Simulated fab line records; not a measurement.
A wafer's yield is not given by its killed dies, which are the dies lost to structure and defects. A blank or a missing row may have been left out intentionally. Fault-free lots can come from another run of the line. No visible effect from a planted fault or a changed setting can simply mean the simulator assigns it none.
Matching of chambers + flow n5-finfet + N5_BEOL_M9_STRIP_19 on rie-diel-06 has 4 sister chambers
The step strips in O2. 4 wafers are shown with their chamber, then 7 later ones without.

## WAFERS WITH THEIR CHAMBER
| wafer  | chamber | showerhead-plenum-p-Torr (Torr) |
|--------|---------|---------------------------------|
| L088.2 | 2       | 2.01                            |
| L088.4 | 0       | 2.17                            |
| L091.2 | 3       | 2.05                            |
| L091.3 | 1       | 2.06                            |

## WAFERS MISSING THEIR CHAMBER
| wafer  | showerhead-plenum-p-Torr (Torr) |
|--------|---------------------------------|
| L091.5 | 2.17                            |
| L093.1 | 2.00                            |
| L093.2 | 2.05                            |
| L093.3 | 2.05                            |
| L096.2 | 2.05                            |
| L096.3 | 2.16                            |
| L096.6 | 2.00                            |

## THE CHAMBER EACH PASSED THROUGH
| wafer  | from the rows above     | in truth |
|--------|-------------------------|----------|
| L091.5 | 0                       | 0        |
| L093.1 | 2                       | 2        |
| L093.2 | can't be placed: 3 or 1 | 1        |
| L093.3 | can't be placed: 3 or 1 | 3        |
| L096.2 | can't be placed: 3 or 1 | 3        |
| L096.3 | 0                       | 0        |
| L096.6 | 2                       | 2        |
Correctly placed: 4 of 7. Can't be placed from these rows: 3 (the true chamber is among the candidates in 3). Number placed wrongly: 0.
How it was worked out, from the rows above alone: a wafer's distance from a chamber is the root of the sum, over the readings, of the square of ((its reading less the chamber's mean) divided by the reading's scatter). The wafer belongs to the nearest chamber; if the next one is less than 2 further off, it can't be placed. For every chamber, the mean is computed from those of its wafers that are shown. The scatter: root of mean squared gap, hidden wafer to nearest shown wafer, with one shown wafer a chamber.
